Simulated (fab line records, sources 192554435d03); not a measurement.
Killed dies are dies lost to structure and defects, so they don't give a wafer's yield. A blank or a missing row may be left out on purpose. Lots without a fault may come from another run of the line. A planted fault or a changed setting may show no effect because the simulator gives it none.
A struck lot beside a sound one | flow n5_finfet | 17 steps out of a route of 1938
Sound: wafers L737.4, L737.5, L737.6. Struck: wafer L745.4. (L745.6 of the same lot was not struck and is left out.) The cause comes at the end.
At each step with rows: each side's tool, then ch and its chambers, then its first start. Under that, the readings that differ: sound wafers | struck wafers | difference of the means | sigmas: that difference in standard deviations of wafers without a fault.
alike: readings whose means differ by less than 2 such deviations, and words and numbers that are the same on both sides. not compared: withheld readings, readings that some wafer has no value for, bounds like >300 that may hide the same value, and numbers for which the record gives no deviation and whose values overlap.
The two part at a step that has a row with sigmas, a row that says differs or no value, or rows on one side only. Numbers that don't overlap but have no deviation are shown without sigmas and don't part them. A reading that every wafer of one side lacks parts them only if that side has two wafers or more.

first, 4 steps without rows for these wafers: N5_BEOL_M7_HM_STRIP_39 (strips TiN in peroxide tin strip, target depth 25 nm, time 158 s); N5_BEOL_M7_SRD_40 (time 30 s); N5_BEOL_M7_PRECLEAN_42 (cleans in residue remover, time 60 s); N5_BEOL_M7_SRD_43 (time 30 s).
N5_BEOL_M7_CD_MEAS_35: target cd 40 nm.
  sound on cd_sem-03, day 12 04:20; struck on cd_sem-03, day 14 09:07
  alike: cd_nm
N5_BEOL_M7_CURE_75: cures SiCOH lowk, time 120 s.
  sound on uv_cure-02 ch 1, day 12 04:33; struck on uv_cure-02 ch 0, day 14 09:18
  alike: lamp_power_pct, wafer_temp_C_max
N5_BEOL_M7_DEGAS_44: time 60 s.
  sound on pvd_sputter-01, day 12 05:05; struck on pvd_sputter-03, day 14 09:59
  alike: heater_power_w
then, 1 step without rows for these wafers: N5_BEOL_M7_PRE_CLEAN_45 (time 30 s).
N5_BEOL_M7_ALD_77: deposits TaN, target thk 2 nm, pulse time 2 s, purge time 3 s.
  sound on ald_metal-04 ch 0,2,3, day 12 05:12; struck on ald_metal-01 ch 1, day 14 10:06
  alike: chamber_pressure_Torr, heater_power_w
N5_BEOL_M7_SURFACE_TREAT_79:
  sound on pvd_sputter-01, day 12 05:31; struck on pvd_sputter-03, day 14 10:29
  not compared: throttle_valve_pct
then, 2 steps without rows for these wafers: N5_BEOL_M7_CVD_78 (deposits Co from CCTBA/H2, target thk 2 nm, time 142.3 s); N5_BEOL_M7_SPUTTER_48 (material Cu, target thk 10 nm, time 1.667 s).
N5_BEOL_M7_ECD_50: material Cu, target thk 300 nm.
  sound on ecd_cu-02 ch 0,1, day 12 07:35; struck on ecd_cu-01 ch 1, day 14 10:49
  reading                                | sound             | struck | difference | sigmas
  model.Cu_of_BEOL_M7_ECD_50.thk_nm (nm) | 303.8 303.6 306.4 | 170.4  | -134.2     |
N5_BEOL_M7_ANNEAL_51: time 90 s.
  sound on rtp_anneal-01 ch 0, day 12 07:59; struck on rtp_anneal-01 ch 0, day 14 11:02
  reading          | sound                | struck | difference | sigmas
  wafer_temp_C_max | 225.44 225.69 225.91 | 226.69 | +1.01      | +4
N5_BEOL_M7_CMP_52: polishes, stops on SiCOH lowk, t overpolish 6.9 s, target thk 80 nm.
  sound on cmp-01 ch 1,2, day 12 08:11; struck on cmp-04 ch 0, day 14 11:27
  reading                | sound    | struck | difference | sigmas
  time_to_endpoint_s (s) | 61 63 64 | 36     | -27        | -8
  alike: motor_current_A
N5_BEOL_M7_THK_MEAS_53: measures by xrf.
  sound on film_metro-01, day 12 08:26; struck on film_metro-02, day 14 11:43
  alike: M7_THK
-- the record jumps here: 3 days lie between the struck wafers' starts before and after (it left off in module BEOL_M7 and takes up again in module PASSIVATION, whose first step shown is number 1936 of the route) --
N5_PASSIVATION_PROBE_49:
  sound on prober-02, day 15 11:57; struck on prober-01, day 17 14:32
  reading         | sound  | struck | difference | sigmas
  killed_at_other | 4 10 8 | 0      | -7         | -2
  alike: defect_limited_yield, killed_at_M0_to_M3, killed_at_M4_up, killed_at_contacts, killed_at_front_end, killed_dies, killed_open, killed_short, sort_bin_5_function, sort_bin_6_memory, sort_n_pass, sort_yield_pct

WHERE THEY PART
First at N5_BEOL_M7_ANNEAL_51; last, within this record, at N5_PASSIVATION_PROBE_49.

WHY: what the simulator had put in
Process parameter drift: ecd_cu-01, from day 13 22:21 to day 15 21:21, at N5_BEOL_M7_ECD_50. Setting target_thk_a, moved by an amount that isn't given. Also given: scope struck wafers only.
